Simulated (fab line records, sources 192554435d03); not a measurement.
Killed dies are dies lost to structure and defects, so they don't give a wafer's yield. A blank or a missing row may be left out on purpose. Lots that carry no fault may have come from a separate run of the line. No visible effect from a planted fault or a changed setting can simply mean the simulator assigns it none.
fab line records	flow n5_finfet
record lots=7	wafers=21
route steps=1938 shown BEOL_M1@758 BEOL_M2@890 BEOL_M3@957 BEOL_M4@1050
start_h: start of the lot's first displayed wafer, in hours after the record's first day	wait_h: hours elapsed since this lot's preceding step	" the same as in the row above	L1.1+2: a row that stands for several wafers	- no value, or no start was given	* or withheld: withheld	< > ~ a bound
route shown NAME@n: a module of which the file shows steps, and the number in the route of the first	usual: mean and standard deviation over wafers with no fault	same: alike in all rows	chamber/n: place in a boat	sites: each site's reading	_std_site: the standard deviation of these	_edge_site: the outer-site mean with the inner-site mean subtracted	radius_mm: for every site, how far away it sits from the centre of the wafer	mask NAME#n: copy n	behind: the last tool/chamber to shape the wafer	hold: reason for holding the lot/hours on hold/outcome of the hold	device: the n, p or np transistor that did not switch	end of line: the same wafers' tests at the end of the route	a step without rows: its recipe alone	killed: at the first sort, the dies lost to defects and structure; wafer yield is something else	map: per-die view of a wafer (x killed, . not killed, _ where there is no die)
set.NAME: the run value of the setting; set.NAME@STEP: its run value at that earlier step	model.NAME: the simulator's own value behind a step, which no gauge read
lots whose settings were changed on purpose; a table a step, a row a wafer
## steps
# step N5_BEOL_M1_COAT_05
# recipe resist=CAR-EUV	spin_rpm=1500	resist_thk_nm=30
lot.wafer	tool	chamber	start_h	wait_h	set.spin_rpm	model.CAR-EUV_of_BEOL_M1_COAT_05.thk_nm
L077.2+4+6	litho_track-02	0	-	-	1500	30
L078.3+5	litho_track-01	0	-	-	1649	28.4
L078.6	"	0	"	"	1500	29.8
L083.3	litho_track-01	0	-	-	1587	29.2
L083.4+5	"	0	"	"	1500	30
L085.2+5	litho_track-02	0	-	-	1500	30
L085.3	"	0	"	"	1437	30.6
L086.3	litho_track-03	0	-	-	1358	31.8
L086.4	"	0	"	"	1358	31.6
L086.6	"	0	"	"	1500	30.2
L089.3	litho_track-02	0	-	-	1500	30
L089.5	"	0	"	"	1500	29.8
L089.6	"	0	"	"	1442	30.6
L097.1+4+5	litho_track-03	0	-	-	1500	30.2
# step N5_BEOL_M1_EBR_07
# recipe solvent=PGMEA	ebr_width_mm=1.5
# step N5_BEOL_M1_SOFTBAKE_06
# recipe temp_c=110	time_s=60	resist=CAR-EUV
# step N5_BEOL_M1_EXPOSE_08
# recipe mask_id=M1	na=0.33	source_shape=dipole	sigma_inner=0.369	sigma_outer=0.767	polarization=unpolarized	dose_mj=33
# step N5_BEOL_M1_PEB_09
# recipe peb_temp_c=100	peb_time_s=60	resist=CAR-EUV
# step N5_BEOL_M1_DEVELOP_10
# recipe develop_time_s=30	developer=TMAH	resist=CAR-EUV	rinse_liquid=surfactant_rinse	dry=air_spin	dev_temp_c=23
lot.wafer	tool	chamber	start_h	wait_h	set.spin_rpm@BEOL_M1_COAT_05	model.CAR-EUV_of_BEOL_M1_COAT_05.thk_nm
L077.2+4	litho_track-02	0	-	-	1500	29.6
L077.6	"	0	"	"	1500	29.4
L078.3+5	litho_track-03	0	-	-	1649	28
L078.6	"	0	"	"	1500	29.4
L083.3	litho_track-02	0	-	-	1587	28.8
L083.4+5	"	0	"	"	1500	29.6
L085.2	litho_track-02	0	-	-	1500	29.4
L085.3	"	0	"	"	1437	30
L085.5	"	0	"	"	1500	29.6
L086.3+4	litho_track-03	0	-	-	1358	31.2
L086.6	"	0	"	"	1500	29.8
L089.3+5	litho_track-03	0	-	-	1500	29.4
L089.6	"	0	"	"	1442	30
L097.1+4+5	litho_track-02	0	-	-	1500	29.6
# step N5_BEOL_M1_ETCH_74
# recipe chemistry=N2/H2	target=underlayer	target_depth_a=65	mask_material=CAR-EUV	time_s=5.2	ion_energy_ev=200	pressure_mtorr=30	source_w=840	bias_w=150	n2_flow_sccm=200	h2_flow_sccm=200	ends=cleared
# step N5_BEOL_M1_ETCH_63
# recipe chemistry=CF4	target=SiARC	target_depth_a=156	mask_material=CAR-EUV	time_s=26	ion_energy_ev=80	pressure_mtorr=40	source_w=545	bias_w=36	Ar_flow_sccm=100	cf4_flow_sccm=100	ends=cleared
# step N5_BEOL_M1_ETCH_64
# recipe chemistry=N2/H2	target=SOC	target_depth_a=750	overetch_a=150	mask_material=SiARC	temp_c=40	time_s=112.5	ion_energy_ev=200	pressure_mtorr=30	source_w=840	bias_w=150	n2_flow_sccm=200	h2_flow_sccm=200
lot.wafer	tool	chamber	start_h	wait_h	set.spin_rpm@BEOL_M1_COAT_61	model.etch.depth_nm
L077.2	rie_diel-04	3	141.59	0.0	1500	60.33
L077.4	"	2	"	"	1500	60.14
L077.6	"	1	"	"	1500	60.24
L078.3	rie_diel-04	2	145.61	0.0	1500	60.27
L078.5	"	3	"	"	1500	60.05
L078.6	"	0	"	"	1415	61.71
L083.3	rie_diel-04	1	175.76	0.0	1500	59.71
L083.4	"	2	"	"	1500	59.97
L083.5	"	1	"	"	1500	59.92
L085.2	rie_diel-03	0	185.49	0.0	1396	62.55
L085.3	"	1	"	"	1500	60.51
L085.5	"	2	"	"	1396	62.48
L086.3	rie_diel-04	2	192.91	0.0	1649	57.74
L086.4	"	0	"	"	1649	57.62
L086.6	"	2	"	"	1649	57.61
L089.3	rie_diel-03	1	214.76	0.0	1382	62.5
L089.5	"	3	"	"	1500	59.74
L089.6	"	2	"	"	1500	59.64
L097.1	rie_diel-03	1	258.10	0.0	1500	59.93
L097.4	"	1	"	"	1500	59.91
L097.5	"	2	"	"	1500	59.87
# step N5_BEOL_M1_STRIP_65
# recipe chemistry=N2/H2	temp_c=40	n2_flow_sccm=200	h2_flow_sccm=200	rf_frequency_hz=6e+07
# step N5_BEOL_M1_STRIP_75
# recipe chemistry=N2/H2	temp_c=40	n2_flow_sccm=200	h2_flow_sccm=200	rf_frequency_hz=6e+07
# step N5_BEOL_M1_STRIP_66
# recipe chemistry=CF4	resist=SiARC	power_w=300	bias_power_w=75	pressure_mtorr=50	cf4_flow_sccm=150	rf_frequency_hz=6e+07
# step N5_BEOL_M1_HM_OPEN_17
# recipe chemistry=Cl2/BCl3	target_depth_a=200	overetch_a=60	target=TiN	mask_material=SOC	ion_energy_ev=150	pressure_mtorr=10	icp_w=1000	bias_w=126	Cl2_flow_sccm=53.25	bcl3_flow_sccm=21.75	Ar_flow_sccm=25
lot.wafer	tool	chamber	start_h	wait_h	set.spin_rpm@BEOL_M1_COAT_61	model.SOC_of_BEOL_M1_COAT_61.thk_nm
L077.2	rie_metal-03	0	141.76	0.0	1500	52.6
L077.4+6	"	0,1	"	"	1500	52.4
L078.3	rie_metal-02	1	145.82	0.1	1500	52.2
L078.5	"	0	"	"	1500	52
L078.6	"	1	"	"	1415	53.6
L083.3	rie_metal-01	1	175.96	0.1	1500	51.8
L083.4	"	0	"	"	1500	51.6
L083.5	"	1	"	"	1500	52
L085.2+5	rie_metal-02	1,0	185.66	0.0	1396	54.4
L085.3	"	0	"	"	1500	52.4
L086.3	rie_metal-01	1	193.11	0.1	1649	49.8
L086.4+6	"	0	"	"	1649	49.2
L089.3	rie_metal-03	0	214.95	0.1	1382	54.8
L089.5	"	0	"	"	1500	52
L089.6	"	1	"	"	1500	51.8
L097.1+4	rie_metal-01	1	258.27	0.0	1500	52
L097.5	"	0	"	"	1500	51.4
# step N5_BEOL_M1_COAT_68
# recipe resist=SiARC	temp_c=220	time_s=60	spin_rpm=1500	resist_thk_nm=12
lot.wafer	tool	chamber	start_h	wait_h	set.spin_rpm	model.SiARC_of_BEOL_M1_COAT_68.thk_nm
L077.2+4+6	litho_track-02	0	-	-	1500	12
L078.3+5+6	litho_track-01	0	-	-	1500	12
L083.3+5	litho_track-01	0	-	-	1410	12.4
L083.4	"	0	"	"	1500	12
L085.2	litho_track-03	0	-	-	1500	12
L085.3+5	"	0	"	"	1666	11.4
L086.3	litho_track-03	0	-	-	1648	11.6
L086.4	"	0	"	"	1648	11.4
L086.6	"	0	"	"	1500	12
L089.3	litho_track-03	0	-	-	1500	12
L089.5+6	"	0	"	"	1401	12.4
L097.1+4+5	litho_track-02	0	-	-	1401	12.4
# step N5_BEOL_M1_COAT_76
# recipe resist=underlayer	temp_c=205	time_s=60	spin_rpm=1500	resist_thk_nm=5
lot.wafer	tool	chamber	start_h	wait_h	set.spin_rpm
L077.2+4+6	litho_track-02	0	-	-	1500
L078.3	litho_track-01	0	-	-	1500
L078.5+6	"	0	"	"	1344
L083.3+4	litho_track-01	0	-	-	1451
L083.5	"	0	"	"	1500
L085.2+3	litho_track-03	0	-	-	1500
L085.5	"	0	"	"	1442
L086.3+6	litho_track-03	0	-	-	1500
L086.4	"	0	"	"	1562
L089.3+5	litho_track-03	0	-	-	1500
L089.6	"	0	"	"	1569
L097.1+4+5	litho_track-02	0	-	-	1500
# step N5_BEOL_M1_COAT_22
# recipe resist=CAR-EUV	spin_rpm=1500	resist_thk_nm=30
# step N5_BEOL_M1_EBR_24
# recipe solvent=PGMEA	ebr_width_mm=1.5
# step N5_BEOL_M1_DESCUM_33
# recipe chemistry=O2	time_s=7	source_power_w=50	bias_power_w=20	pressure_mtorr=20	rf_frequency_hz=2.712e+07	temp_c=40	resist=CAR-EUV	o2_flow_sccm=225
# step N5_BEOL_M1_ETCH_77
# recipe chemistry=N2/H2	target=underlayer	target_depth_a=65	mask_material=CAR-EUV	time_s=5.2	ion_energy_ev=200	pressure_mtorr=30	source_w=840	bias_w=150	n2_flow_sccm=200	h2_flow_sccm=200	ends=cleared
lot.wafer	tool	chamber	start_h	wait_h	set.spin_rpm@BEOL_M1_COAT_76	model.etch.depth_nm
L077.2	rie_diel-01	2	142.75	0.0	1500	5.003
L077.4	"	0	"	"	1500	4.995
L077.6	"	2	"	"	1500	4.982
L078.3	rie_diel-03	3	146.69	0.0	1500	5.009
L078.5	"	1	"	"	1344	5.277
L078.6	"	2	"	"	1344	5.305
L083.3	rie_diel-01	1	176.91	0.0	1451	5.078
L083.4	"	3	"	"	1451	5.079
L083.5	"	1	"	"	1500	4.986
L085.2	rie_diel-03	0	186.51	0.0	1500	4.997
L085.3	"	1	"	"	1500	4.993
L085.5	"	3	"	"	1442	5.114
L086.3	rie_diel-03	0	193.74	0.0	1500	5.009
L086.4	"	3	"	"	1562	4.914
L086.6	"	2	"	"	1500	5.021
L089.3	rie_diel-03	2	215.74	0.0	1500	4.997
L089.5	"	0	"	"	1500	5.007
L089.6	"	3	"	"	1569	4.909
L097.1	rie_diel-04	0	258.96	0.0	1500	4.99
L097.4	"	3	"	"	1500	4.982
L097.5	"	3	"	"	1500	4.999
# step N5_BEOL_M1_ETCH_69
# recipe chemistry=CF4	target=SiARC	target_depth_a=156	mask_material=CAR-EUV	time_s=26	ion_energy_ev=80	pressure_mtorr=40	source_w=545	bias_w=36	Ar_flow_sccm=100	cf4_flow_sccm=100	ends=cleared
lot.wafer	tool	chamber	start_h	wait_h	set.spin_rpm@BEOL_M1_COAT_68	model.etch.depth_nm
L077.2	rie_diel-01	2	142.77	0.0	1500	11.98
L077.4	"	0	"	"	1500	11.97
L077.6	"	2	"	"	1500	12
L078.3+5	rie_diel-03	3,1	146.71	0.0	1500	11.92
L078.6	"	2	"	"	1500	11.93
L083.3	rie_diel-01	1	176.93	0.0	1410	12.35
L083.4	"	3	"	"	1500	11.99
L083.5	"	1	"	"	1410	12.39
L085.2	rie_diel-03	0	186.53	0.0	1500	12.09
L085.3	"	1	"	"	1666	11.43
L085.5	"	3	"	"	1666	11.44
L086.3	rie_diel-03	0	193.76	0.0	1648	11.52
L086.4	"	3	"	"	1648	11.48
L086.6	"	2	"	"	1500	12.06
L089.3	rie_diel-03	2	215.76	0.0	1500	11.99
L089.5	"	0	"	"	1401	12.43
L089.6	"	3	"	"	1401	12.4
L097.1	rie_diel-04	0	258.97	0.0	1401	12.43
L097.4+5	"	3	"	"	1401	12.44
# step N5_BEOL_M1_ALD_98
# recipe material=SiO2	target_thk_a=25	temp_c=100	ald_precursor_family=BDEAS	ald_co_reactant=O2-plasma	pulse_time_s=1	co_reactant_pulse_time_s=1	purge_time_s=2	co_reactant_purge_time_s=2	ald_cycles=17	pressure_torr=2
# step N5_BEOL_M1_ETCHBACK_99
# recipe chemistry=CHF3	target=SiO2	target_depth_a=50	time_s=10.4	source_w=215	bias_w=47	Ar_flow_sccm=200	CHF3_flow_sccm=12	ion_energy_ev=100	pressure_mtorr=30
# step N5_BEOL_M1_ETCH_70
# recipe chemistry=N2/H2	target=SOC	target_depth_a=800	overetch_a=160	mask_material=SiARC	temp_c=40	time_s=120	ion_energy_ev=200	pressure_mtorr=30	source_w=840	bias_w=150	n2_flow_sccm=200	h2_flow_sccm=200
lot.wafer	tool	chamber	start_h	wait_h	set.spin_rpm@BEOL_M1_COAT_68	model.SiARC_of_BEOL_M1_COAT_68.thk_nm
L077.2+4	rie_diel-01	0	143.01	0.0	1500	6.2
L077.6	"	2	"	"	1500	6.4
L078.3+6	rie_diel-01	2,1	147.61	0.0	1500	6.4
L078.5	"	0	"	"	1500	6.2
L083.3	rie_diel-04	1	179.84	0.0	1410	6.6
L083.4	"	0	"	"	1500	6.4
L083.5	"	0	"	"	1410	6.8
L085.2	rie_diel-03	1	187.96	0.0	1500	6.6
L085.3+5	"	2,1	"	"	1666	6
L086.3+4	rie_diel-01	1	196.18	0.0	1648	6
L086.6	"	2	"	"	1500	6.6
L089.3	rie_diel-03	3	219.16	0.0	1500	6.4
L089.5	"	1	"	"	1401	7
L089.6	"	0	"	"	1401	7.2
L097.1+4+5	rie_diel-03	2,0,2	259.66	0.0	1401	7.2
# step N5_BEOL_M2_TRENCH_ETCH_37
# recipe chemistry=C4F6/O2	target_depth_a=555.55	target=SiOC	time_s=29.2	ion_energy_ev=250	pressure_mtorr=30	source_w=355	bias_w=185	Ar_flow_sccm=300	C4F6_flow_sccm=10	O2_flow_sccm=10
# usual rf_vpp_V=671/13
lot.wafer	tool	chamber	start_h	wait_h	set.bias_w	rf_vpp_V	model.etch.depth_nm	model.BEOL_M2.feature_depth_nm
L077.2	rie_diel-06	2	-	-	185	679	52.78	52.8
L077.4	"	3	"	"	185	669	54.66	54.6
L077.6	"	2	"	"	185	679	53.05	53
L078.3	rie_diel-02	1	-	-	185	653	55.5	55.6
L078.5	"	0	"	"	161.7	620	53.81	53.8
L078.6	"	1	"	"	161.7	590	53.49	53.4
L083.3	rie_diel-02	0	-	-	164.6	631	54.43	54.4
L083.4	"	2	"	"	185	674	54.88	54.8
L083.5	"	1	"	"	164.6	597	53.95	54
L085.2	rie_diel-02	2	-	-	204.5	730	56.5	56.4
L085.3	"	0	"	"	185	690	56.09	56
L085.5	"	3	"	"	204.5	715	56.85	56.8
L086.3	rie_diel-02	1	-	-	185	655	56.05	56
L086.4	"	3	"	"	154	571	52.12	52.2
L086.6	"	3	"	"	154	570	52.12	52.2
L089.3	rie_diel-02	0	-	-	185	689	55.56	55.6
L089.5	"	3	"	"	171.7	622	53.79	53.8
L089.6	"	0	"	"	185	689	55.9	56
L097.1	rie_diel-02	1	-	-	185	654	55.09	55
L097.4	"	2	"	"	155.7	588	51.31	51.4
L097.5	"	3	"	"	155.7	575	51.52	51.6
# step N5_BEOL_M3_COAT_67
# recipe resist=SOC	temp_c=250	time_s=60	spin_rpm=1500	resist_thk_nm=60
lot.wafer	tool	chamber	start_h	wait_h	set.spin_rpm	model.SOC_of_BEOL_M3_COAT_67.thk_nm
L077.2	litho_track-02	0	166.06	0.0	1500	59.8
L077.4	"	0	"	"	1500	59.6
L077.6	"	0	"	"	1500	60
L078.3+5+6	litho_track-05	0	166.30	0.0	1500	60
L083.3	litho_track-03	0	197.54	0.0	1500	60
L083.4	"	0	"	"	1333	64
L083.5	"	0	"	"	1500	60.2
L085.2+5	litho_track-03	0	206.94	0.0	1334	63.8
L085.3	"	0	"	"	1500	60.2
L086.3	litho_track-05	0	215.64	0.0	1433	61.6
L086.4	"	0	"	"	1433	61.4
L086.6	"	0	"	"	1500	60
L089.3+5	litho_track-05	0	250.49	0.0	1500	59.8
L089.6	"	0	"	"	1500	59.6
L097.1+5	litho_track-03	0	300.49	0.0	1500	60
L097.4	"	0	"	"	1335	63.4
# step N5_BEOL_M3_COAT_22
# recipe resist=CAR-EUV	spin_rpm=1500	resist_thk_nm=30
lot.wafer	tool	chamber	start_h	wait_h	set.spin_rpm	model.CAR-EUV_of_BEOL_M3_COAT_22.thk_nm
L077.2+4+6	litho_track-02	0	-	-	1500	30
L078.3+5	litho_track-05	0	-	-	1406	31
L078.6	"	0	"	"	1500	30
L083.3	litho_track-03	0	-	-	1500	30
L083.4	"	0	"	"	1558	29.4
L083.5	"	0	"	"	1558	29.6
L085.2+5	litho_track-03	0	-	-	1389	31.2
L085.3	"	0	"	"	1500	30
L086.3+6	litho_track-05	0	-	-	1500	30
L086.4	"	0	"	"	1343	31.8
L089.3	litho_track-05	0	-	-	1500	30
L089.5	"	0	"	"	1500	30.2
L089.6	"	0	"	"	1368	31.6
L097.1+4+5	litho_track-03	0	-	-	1500	30
# step N5_BEOL_M3_EBR_24
# recipe solvent=PGMEA	ebr_width_mm=1.5
# step N5_BEOL_M3_SOFTBAKE_23
# recipe temp_c=110	time_s=60	resist=CAR-EUV
# step N5_BEOL_M3_EXPOSE_25
# recipe mask_id=V2	na=0.33	source_shape=quasar	sigma_inner=0.2	sigma_outer=0.8	polarization=unpolarized	defocus_nm=5	dose_mj=63
# step N5_BEOL_M3_PEB_26
# recipe peb_temp_c=100	peb_time_s=60	resist=CAR-EUV
# step N5_BEOL_M3_DEVELOP_27
# recipe develop_time_s=30	developer=TMAH	resist=CAR-EUV	rinse_liquid=surfactant_rinse	dry=air_spin	dev_temp_c=23
lot.wafer	tool	chamber	start_h	wait_h	set.spin_rpm@BEOL_M3_COAT_22	model.CAR-EUV_of_BEOL_M3_COAT_22.thk_nm
L077.2+4	litho_track-02	0	-	-	1500	29.6
L077.6	"	0	"	"	1500	29.4
L078.3+5	litho_track-02	0	-	-	1406	30.6
L078.6	"	0	"	"	1500	29.6
L083.3	litho_track-02	0	-	-	1500	29.6
L083.4+5	"	0	"	"	1558	29
L085.2+5	litho_track-02	0	-	-	1389	30.6
L085.3	"	0	"	"	1500	29.6
L086.3+6	litho_track-03	0	-	-	1500	29.6
L086.4	"	0	"	"	1343	31.2
L089.3+5	litho_track-05	0	-	-	1500	29.6
L089.6	"	0	"	"	1368	31.2
L097.1+4+5	litho_track-02	0	-	-	1500	29.4
# step N5_BEOL_M3_ALD_98
# recipe material=SiO2	target_thk_a=25	temp_c=100	ald_precursor_family=BDEAS	ald_co_reactant=O2-plasma	pulse_time_s=1	co_reactant_pulse_time_s=1	purge_time_s=2	co_reactant_purge_time_s=2	ald_cycles=17	pressure_torr=2
# step N5_BEOL_M3_ETCHBACK_99
# recipe chemistry=CHF3	target=SiO2	target_depth_a=50	time_s=10.4	source_w=215	bias_w=47	Ar_flow_sccm=200	CHF3_flow_sccm=12	ion_energy_ev=100	pressure_mtorr=30
# step N5_BEOL_M3_ETCH_70
# recipe chemistry=N2/H2	target=SOC	target_depth_a=800	overetch_a=160	mask_material=SiARC	temp_c=40	time_s=120	ion_energy_ev=200	pressure_mtorr=30	source_w=840	bias_w=150	n2_flow_sccm=200	h2_flow_sccm=200
lot.wafer	tool	chamber	start_h	wait_h	set.spin_rpm@BEOL_M3_COAT_67	model.etch.depth_nm
L077.2	rie_diel-01	1	167.36	0.0	1500	59.8
L077.4	"	0	"	"	1500	59.64
L077.6	"	1	"	"	1500	59.91
L078.3	rie_diel-04	3	167.40	0.0	1500	60.04
L078.5	"	3	"	"	1500	59.95
L078.6	"	1	"	"	1500	59.91
L083.3	rie_diel-03	2	204.78	0.0	1500	60.08
L083.4	"	1	"	"	1333	63.95
L083.5	"	2	"	"	1500	60.25
L085.2	rie_diel-03	1	216.08	0.0	1334	63.81
L085.3	"	2	"	"	1500	60.11
L085.5	"	1	"	"	1334	63.77
L086.3	rie_diel-01	2	224.87	0.0	1433	61.53
L086.4	"	0	"	"	1433	61.36
L086.6	"	0	"	"	1500	59.97
L089.3	rie_diel-03	0	253.79	0.0	1500	59.74
L089.5	"	2	"	"	1500	59.73
L089.6	"	0	"	"	1500	59.62
L097.1	rie_diel-03	2	307.44	0.0	1500	59.97
L097.4	"	1	"	"	1335	63.44
L097.5	"	0	"	"	1500	60.09
# step N5_BEOL_M3_STRIP_71
# recipe chemistry=N2/H2	temp_c=40	n2_flow_sccm=200	h2_flow_sccm=200	rf_frequency_hz=6e+07
# step N5_BEOL_M3_STRIP_78
# recipe chemistry=N2/H2	temp_c=40	n2_flow_sccm=200	h2_flow_sccm=200	rf_frequency_hz=6e+07
# step N5_BEOL_M3_VIA_ETCH_34
# recipe chemistry=C4F6/O2	target_depth_a=694	mask_material=SOC	pressure_mtorr=15	ion_energy_ev=250	taper_deg=4	time_s=65.9	source_w=350	bias_w=170	Ar_flow_sccm=300	C4F6_flow_sccm=10	O2_flow_sccm=10
lot.wafer	tool	chamber	start_h	wait_h	set.spin_rpm@BEOL_M3_COAT_67	model.SOC_of_BEOL_M3_COAT_67.thk_nm
L077.2+6	rie_diel-01	1	167.46	0.0	1500	52
L077.4	"	0	"	"	1500	51.4
L078.3	rie_diel-04	3	167.50	0.0	1500	52
L078.5+6	"	3,1	"	"	1500	51.8
L083.3+5	rie_diel-03	2	204.88	0.0	1500	52
L083.4	"	1	"	"	1333	56
L085.2+5	rie_diel-03	1	216.18	0.0	1334	56
L085.3	"	2	"	"	1500	52
L086.3	rie_diel-01	2	224.97	0.0	1433	53.8
L086.4	"	0	"	"	1433	53
L086.6	"	0	"	"	1500	51.6
L089.3+5+6	rie_diel-03	0,2,0	253.89	0.0	1500	51.8
L097.1	rie_diel-03	2	307.54	0.0	1500	52
L097.4	"	1	"	"	1335	55.6
L097.5	"	0	"	"	1500	52.4
# step N5_BEOL_M4_COAT_22
# recipe resist=CAR-EUV	spin_rpm=1500	resist_thk_nm=30
lot.wafer	tool	chamber	start_h	wait_h	set.spin_rpm	model.CAR-EUV_of_BEOL_M4_COAT_22.thk_nm
L077.2+4+6	litho_track-01	0	-	-	1500	30
L078.3	litho_track-02	0	-	-	1597	29.2
L078.5	"	0	"	"	1597	29
L078.6	"	0	"	"	1500	30
L083.3+4	litho_track-04	0	-	-	1333	31.8
L083.5	"	0	"	"	1500	29.8
L085.2+3+5	litho_track-04	0	-	-	1500	30
L086.3+6	litho_track-01	0	-	-	1500	30
L086.4	"	0	"	"	1336	31.8
L089.3+6	litho_track-01	0	-	-	1500	30
L089.5	"	0	"	"	1500	30.2
L097.1+5	litho_track-02	0	-	-	1598	29.2
L097.4	"	0	"	"	1500	30
## key
split step=N5_BEOL_M1_COAT_05	setting=spin_rpm	stated=1500	by=wafer
response step=N5_BEOL_M1_COAT_05	reading=model.CAR-EUV_of_BEOL_M1_COAT_05.thk_nm	change=-0.149	per=1%	r=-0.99
response step=N5_BEOL_M1_DEVELOP_10	reading=model.CAR-EUV_of_BEOL_M1_COAT_05.thk_nm	change=-0.142	per=1%	r=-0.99
split step=N5_BEOL_M1_COAT_68	setting=spin_rpm	stated=1500	by=wafer
response step=N5_BEOL_M1_COAT_68	reading=model.SiARC_of_BEOL_M1_COAT_68.thk_nm	change=-0.0555	per=1%	r=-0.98
response step=N5_BEOL_M1_ETCH_69	reading=model.etch.depth_nm	change=-0.0598	per=1%	r=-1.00
response step=N5_BEOL_M1_ETCH_70	reading=model.SiARC_of_BEOL_M1_COAT_68.thk_nm	change=-0.0634	per=1%	r=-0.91
split step=N5_BEOL_M1_COAT_76	setting=spin_rpm	stated=1500	by=wafer
response step=N5_BEOL_M1_ETCH_77	reading=model.etch.depth_nm	change=-0.0264	per=1%	r=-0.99
split step=N5_BEOL_M2_TRENCH_ETCH_37	setting=bias_w	stated=185	by=wafer
response step=N5_BEOL_M2_TRENCH_ETCH_37	reading=rf_vpp_V	change=+4.77	per=1%	r=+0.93
response step=N5_BEOL_M2_TRENCH_ETCH_37	reading=model.etch.depth_nm	change=+0.18	per=1%	r=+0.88
response step=N5_BEOL_M2_TRENCH_ETCH_37	reading=model.BEOL_M2.feature_depth_nm	change=+0.176	per=1%	r=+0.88
split step=N5_BEOL_M3_COAT_67	setting=spin_rpm	stated=1500	by=wafer
response step=N5_BEOL_M3_COAT_67	reading=model.SOC_of_BEOL_M3_COAT_67.thk_nm	change=-0.329	per=1%	r=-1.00
response step=N5_BEOL_M3_ETCH_70	reading=model.etch.depth_nm	change=-0.328	per=1%	r=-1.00
response step=N5_BEOL_M3_VIA_ETCH_34	reading=model.SOC_of_BEOL_M3_COAT_67.thk_nm	change=-0.347	per=1%	r=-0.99
split step=N5_BEOL_M3_COAT_22	setting=spin_rpm	stated=1500	by=wafer
response step=N5_BEOL_M3_COAT_22	reading=model.CAR-EUV_of_BEOL_M3_COAT_22.thk_nm	change=-0.166	per=1%	r=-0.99
response step=N5_BEOL_M3_DEVELOP_27	reading=model.CAR-EUV_of_BEOL_M3_COAT_22.thk_nm	change=-0.158	per=1%	r=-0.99
split step=N5_BEOL_M4_COAT_22	setting=spin_rpm	stated=1500	by=wafer
response step=N5_BEOL_M4_COAT_22	reading=model.CAR-EUV_of_BEOL_M4_COAT_22.thk_nm	change=-0.162	per=1%	r=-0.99
split outside_this_file step=N5_BEOL_M1_COAT_61 setting=spin_rpm
# split outside_this_file: this setting was split too, and the file shows its column; the key of that split is in another file
